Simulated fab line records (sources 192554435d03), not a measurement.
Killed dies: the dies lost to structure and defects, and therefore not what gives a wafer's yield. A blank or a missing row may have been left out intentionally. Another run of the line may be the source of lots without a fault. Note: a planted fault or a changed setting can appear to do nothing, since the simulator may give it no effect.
A struck lot beside a sound one    flow n5-finfet    41 steps out of a route of 1938
Sound: the wafers L226.3, L226.5, L226.6. The struck wafers were L213.2, L213.4, L213.6. The cause is named last.
Order at every step that has rows: each side's tool, ch and its chambers, its first start. Under that, the readings that differ: sound wafers    struck wafers    difference of the means    sigmas: that difference in standard deviations of wafers without a fault.
alike: same words and numbers on both sides, and readings whose means sit less than 2 such deviations apart. not compared: any withheld reading, any reading some wafer has no value for, any bound like >300 that may hide the same value, and any number with overlapping values for which the record gives no deviation.
The two part at a step that has a row with sigmas, a row that says differs or no value, or rows on one side only. Numbers that have no deviation but don't overlap get no sigmas and don't part them. A reading missing from all wafers of one side parts the sides only when that side holds two or more wafers.

first, 12 steps without rows for these wafers: N5_HKMG_FIN_STRIP_33 (strips in N2/H2); N5_HKMG_FIN_STRIP_34 (strips in CF4); N5_HKMG_FIN_ETCH_35 (etches SOC in N2/H2, target depth 215.8 nm, time 243.4 s); N5_HKMG_FIN_STRIP_92 (strips SOC in N2/H2, time 20 s); N5_HKMG_FIN_WET_ETCH_18 (etches TiN in SC1, time 55 s, target depth 5.2 nm, rinse time 30 s); N5_HKMG_FIN_STRIP_19 (strips in N2/H2, time 360 s); N5_HKMG_FIN_ALD_91 (deposits TiN, target thk 1 nm, pulse time 1 s, purge time 3 s); N5_HKMG_FIN_COAT_85 (time 60 s, resist thk 300 nm); N5_HKMG_FIN_ETCH_86 (etches SOC in N2/H2, stops on TiN, target depth 393.2 nm); N5_HKMG_FIN_STRIP_89 (strips SOC in N2/H2, time 20 s); N5_HKMG_FIN_WET_ETCH_87 (etches TiN in SC1, time 154.2 s, target depth 4.7 nm, rinse time 30 s); N5_HKMG_FIN_STRIP_88 (strips in N2/H2, time 360 s).
N5_HKMG_FIN_NWFM_ALD_20: deposits TiAlC, target thk 2 nm, pulse time 3 s, purge time 2 s.
  sound on ald-metal-03 ch 0,3, day 10 04:42; struck on ald-metal-03 ch 0,1, day 6 19:33
reading                                          sound  struck       difference  sigmas
ald-cycles                                       7 7 7  9 9 9        +2          
model.TiAlC_of_HKMG_FIN_NWFM_ALD_20.thk-nm (nm)  2 2 2  2.6 2.6 2.6  +0.6        
  alike: heater-power-outer-w, heater-power-w, precursor-pulse-height-rel
then, 26 steps without rows for these wafers: N5_HKMG_FIN_ALD_71 (deposits TiN, target thk 1 nm, pulse time 1 s, purge time 3 s); N5_HKMG_FIN_COAT_66 (time 60 s, resist thk 300 nm); N5_HKMG_FIN_ETCH_67 (etches SOC in N2/H2, stops on TiN, target depth 388.9 nm); N5_HKMG_FIN_STRIP_90 (strips SOC in N2/H2, time 20 s); N5_HKMG_FIN_WET_ETCH_73 (etches the open film in SC1, time 42.3 s, target depth 1.3 nm, rinse time 30 s); N5_HKMG_FIN_ETCHBACK_68 (etches the open film in Cl2/Ar, stops on HfO2, target depth 0.5 nm); N5_HKMG_FIN_STRIP_69 (strips in N2/H2, time 360 s); N5_HKMG_FIN_ALD_21 (deposits TiN, target thk 1.5 nm, pulse time 1 s, purge time 3 s); N5_HKMG_FIN_ALD_72 (deposits W, target thk 2 nm, pulse time 1 s, purge time 2 s); N5_HKMG_FIN_W_FILL_22 (material W, target thk 60 nm, time 18.2 s); N5_HKMG_FIN_PRECLEAN_83 (cleans in DIW, time 57.5 s); N5_HKMG_FIN_SRD_84 (dry time 32 s); N5_HKMG_FIN_CMP_23 (polishes, stops on SiNx, t overpolish 10 s, target thk 46.326 nm); N5_HKMG_FIN_CMP_94 (polishes, stops on SiNx, t overpolish 4.7 s, target thk 43.299 nm); N5_GATE_CUT_ETCHBACK_00 (etches W in SF6/Cl2); N5_GATE_CUT_ETCH_56 (etches TiN in Cl2/Ar, target depth 21.6 nm); N5_GATE_CUT_ETCHBACK_30 (etches TiN in Cl2/Ar, target depth 3 nm); N5_GATE_CUT_VAPOR_ETCH_60 (etches HfO2 in BCl3/Cl2); N5_GATE_CUT_ETCH_58 (etches SiNx in CH3F/O2, target depth 17 nm, time 128.6 s); N5_GATE_CUT_STRIP_59 (strips in N2/H2, time 20 s); N5_GATE_CUT_PRECLEAN_31 (cleans in DIW, time 300 s); N5_GATE_CUT_SRD_32 (time 30 s); N5_GATE_CUT_SAC_CAP_01 (material SiNx, target thk 24 nm, pulse time 1 s, ald cycles 480); N5_GATE_CUT_PECVD_57 (deposits SiNx from SiH4/NH3/N2, target thk 21 nm); N5_GATE_CUT_CMP_02 (polishes, stops on SiO2, t overpolish 12.7 s, target thk 0 nm); N5_GATE_CUT_HM_DEP_46 (deposits SiO2 from TEOS/O2, target thk 130 nm, time 26.6 s).
-- here the record skips 4 days between the struck wafers' starts before and after, leaving off in module GATE_CUT and picking up in module BEOL_M4 (first step shown: number 1111 of the route) --
N5_BEOL_M4_RC_MEAS_101:
  sound on prober-02 ch 0, day 13 19:29; struck on prober-01 ch 0, day 10 14:41
reading              sound                       struck                         difference  sigmas
DIBL_P (mV/V)        39.5 40.5 39.9              35.1 37.1 36.9                 -3.6        -2
IOFF_N (nA/um)       0.178 0.196 0.183           0.509 0.639 0.608              +0.400      +20
IOFF_N_85C (nA/um)   3.5 3.7 3.5                 8.1 10.0 9.6                   +5.7        +17
IOFF_N_LIN (nA/um)   0.080 0.086 0.083           0.241 0.290 0.276              +0.186      +25
IOFF_N_LONG (nA/um)  5.36e-05 5.33e-05 5.38e-05  0.0001461 0.0001478 0.0001492  +0.0000941  +50
IOFF_P (nA/um)       0.237 0.242 0.241           0.148 0.173 0.169              -0.077      -3
IOFF_P_LIN (nA/um)   0.109 0.109 0.112           0.072 0.079 0.078              -0.034      -4
IOFF_P_LONG (nA/um)  0.000104 0.000105 0.000107  8.3e-05 8.4e-05 8.3e-05        -2.2e-05    -4
ION_N (uA/um)        679 682 688                 738 757 750                    +65         +8
ION_P (uA/um)        466 467 469                 449 451 456                    -15         -3
VT_N (mV)            250.1 247.9 247.6           216.9 211.0 212.8              -35.0       -15
VT_N_LONG (mV)       276.8 276.7 277.6           238.5 239.2 238.5              -38.3       -20
VT_N_LVT (mV)        99.3 97.1 96.6              64.7 61.2 62.8                 -34.8       -12
VT_P (mV)            -250.4 -249.3 -249.9        -256.2 -259.6 -258.0           -8.1        -4
VT_P_LONG (mV)       -273.7 -276.2 -272.7        -282.9 -287.5 -283.4           -10.4       -5
VT_P_LVT (mV)        -98.3 -98.4 -98.8           -108.1 -106.1 -107.2           -8.6        -4
  alike: DIBL_N, SS_N, SS_P
-- here the record skips 4 days between the struck wafers' starts before and after, leaving off in module BEOL_M4 and picking up in module PASSIVATION (first step shown: number 1936 of the route) --
N5_PASSIVATION_PROBE_49:
  sound on prober-01, day 18 03:58; struck on prober-01, day 15 01:53
reading                 sound           struck             difference  sigmas
sort_bin_4_leakage (%)  0 0 0           52.29 82.03 80.59  +71.64      
sort-n-pass             1090 1096 1095  478 64 135         -868        -48
sort-yield-pct (%)      92.4 92.9 92.8  40.5 5.4 11.4      -73.6       -49
  alike: defect-limited-yield, killed_at_M0_to_M3, killed_at_M4_up, killed-at-contacts, killed-at-front-end, killed-at-other, killed-dies, killed-open, killed-short, sort_bin_5_function, sort_bin_6_memory, sort_bin_8_speed

## WHERE THEY PART
Earliest at N5_BEOL_M4_RC_MEAS_101; latest, in this record, at N5_PASSIVATION_PROBE_49.

WHY: what had been put in by the simulator
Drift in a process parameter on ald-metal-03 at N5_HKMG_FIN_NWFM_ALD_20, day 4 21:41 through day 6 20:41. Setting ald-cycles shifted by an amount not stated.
